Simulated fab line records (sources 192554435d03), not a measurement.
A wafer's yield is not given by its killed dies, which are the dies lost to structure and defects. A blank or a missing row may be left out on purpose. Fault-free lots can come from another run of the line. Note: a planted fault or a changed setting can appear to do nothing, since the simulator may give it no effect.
Split-lot study / flow n5Finfet / 7 lots, 21 wafers read, on a route of 1938 steps

ON THE SPLIT
At N5_BEOL_M14_TRENCH_ETCH_34 (etches SiO2 in C4F8/O2/Ar, target depth 556.65 nm, time 126.9 s), the setting biasW was moved away from the recipe's 2040 W on 5 of the 21 wafers read, by -9.4% to +18.0%. For the rest of the wafers, this setting stayed at what the recipe calls for.

The split's own step is where the reading is taken.

THE READING
rfVppV, in V, at N5_BEOL_M14_TRENCH_ETCH_34 (etches SiO2 in C4F8/O2/Ar, target depth 556.65 nm, time 126.9 s). Fault-free wafers of this fab line usually give 2217 V, standard deviation 32 V.

wafer=L075.1; tool, chamber at the split=rieDiel-05, 3; biasW as run, W=2168; against the recipe=+6.3%; rfVppV, V=2311; against lot-mates on the recipe=+90
wafer=L075.3; tool, chamber at the split=rieDiel-05, 2; biasW as run, W=2040; against the recipe=recipe; rfVppV, V=2225; against lot-mates on the recipe=-
wafer=L075.6; tool, chamber at the split=rieDiel-05, 3; biasW as run, W=2040; against the recipe=recipe; rfVppV, V=2217; against lot-mates on the recipe=-
wafer=L076.4; tool, chamber at the split=rieDiel-03, 3; biasW as run, W=2040; against the recipe=recipe; rfVppV, V=2184; against lot-mates on the recipe=-
wafer=L076.5; tool, chamber at the split=rieDiel-03, 2; biasW as run, W=2040; against the recipe=recipe; rfVppV, V=2158; against lot-mates on the recipe=-
wafer=L076.6; tool, chamber at the split=rieDiel-03, 0; biasW as run, W=2040; against the recipe=recipe; rfVppV, V=2267; against lot-mates on the recipe=-
wafer=L078.2; tool, chamber at the split=rieDiel-03, 1; biasW as run, W=2040; against the recipe=recipe; rfVppV, V=2273; against lot-mates on the recipe=-
wafer=L078.3; tool, chamber at the split=rieDiel-03, 3; biasW as run, W=2040; against the recipe=recipe; rfVppV, V=2184; against lot-mates on the recipe=-
wafer=L078.5; tool, chamber at the split=rieDiel-03, 3; biasW as run, W=1851; against the recipe=-9.3%; rfVppV, V=2040; against lot-mates on the recipe=-188
wafer=L082.1; tool, chamber at the split=rieDiel-03, 2; biasW as run, W=2040; against the recipe=recipe; rfVppV, V=2157; against lot-mates on the recipe=-
wafer=L082.3; tool, chamber at the split=rieDiel-03, 1; biasW as run, W=2040; against the recipe=recipe; rfVppV, V=2272; against lot-mates on the recipe=-
wafer=L082.4; tool, chamber at the split=rieDiel-03, 3; biasW as run, W=2040; against the recipe=recipe; rfVppV, V=2186; against lot-mates on the recipe=-
wafer=L083.2; tool, chamber at the split=rieDiel-01, 3; biasW as run, W=2040; against the recipe=recipe; rfVppV, V=2200; against lot-mates on the recipe=-
wafer=L083.4; tool, chamber at the split=rieDiel-01, 2; biasW as run, W=2407; against the recipe=+18.0%; rfVppV, V=2522; against lot-mates on the recipe=+322
wafer=L083.6; tool, chamber at the split=rieDiel-01, 1; biasW as run, W=2407; against the recipe=+18.0%; rfVppV, V=2533; against lot-mates on the recipe=+333
wafer=L087.3; tool, chamber at the split=rieDiel-01, 2; biasW as run, W=2040; against the recipe=recipe; rfVppV, V=2251; against lot-mates on the recipe=-
wafer=L087.5; tool, chamber at the split=rieDiel-01, 0; biasW as run, W=2040; against the recipe=recipe; rfVppV, V=2213; against lot-mates on the recipe=-
wafer=L087.6; tool, chamber at the split=rieDiel-01, 1; biasW as run, W=2040; against the recipe=recipe; rfVppV, V=2262; against lot-mates on the recipe=-
wafer=L089.2; tool, chamber at the split=rieDiel-03, 0; biasW as run, W=2040; against the recipe=recipe; rfVppV, V=2264; against lot-mates on the recipe=-
wafer=L089.3; tool, chamber at the split=rieDiel-03, 3; biasW as run, W=2040; against the recipe=recipe; rfVppV, V=2184; against lot-mates on the recipe=-
wafer=L089.6; tool, chamber at the split=rieDiel-03, 0; biasW as run, W=1849; against the recipe=-9.4%; rfVppV, V=2114; against lot-mates on the recipe=-110

THE FIT
A straight line over all 21 wafers: rfVppV changes by +16.6 V for each +1% of biasW; r = +0.94; the points scatter about the line by 39 V.
The same after taking each lot's own level away (the mean of its wafers on the recipe; 21 wafers): +17.5 V for each +1%; r = +0.95; scatter 37 V.
That fit puts the effect of the largest move of biasW on the reading at 3.2e+02 V.
The lots' own levels span 2200.0 to 2242.0 V, that is 1.3 times the standard deviation above.
The two slopes are in agreement: the lot-to-lot level therefore moves the slope only a little.
Check: for one of the wafers moved furthest among these (+18.0%), held out of the fit, the line's prediction against its lot-mates is +314 V. It came out at +322 V against them.
Tool readings at the split's step, against how far the setting was moved: rfVppV r = +0.94.

FURTHER SPLITS ON THESE WAFERS
Note: prior to the reading, these wafers also went through further splits. Each is held against what the fit with the lots' levels taken away leaves over:
other split on the same wafers=N5_BEOL_M11_EXPOSE_08 doseMj; wafers away from the commonest value=7; r with rfVppV (lot level and that fit taken away)=+0.05
other split on the same wafers=N5_BEOL_M12_COAT_58 spinRpm; wafers away from the commonest value=3; r with rfVppV (lot level and that fit taken away)=+0.04
other split on the same wafers=N5_BEOL_M12_COAT_04 spinRpm; wafers away from the commonest value=9; r with rfVppV (lot level and that fit taken away)=-0.43
other split on the same wafers=N5_BEOL_M13_SPUTTER_44 powerW; wafers away from the commonest value=8; r with rfVppV (lot level and that fit taken away)=-0.18
other split on the same wafers=N5_BEOL_M14_EXPOSE_25 doseMj; wafers away from the commonest value=8; r with rfVppV (lot level and that fit taken away)=+0.00

FILE'S OWN FIT
rfVppV changes by +17.2 V for each +1% of biasW, r = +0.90.
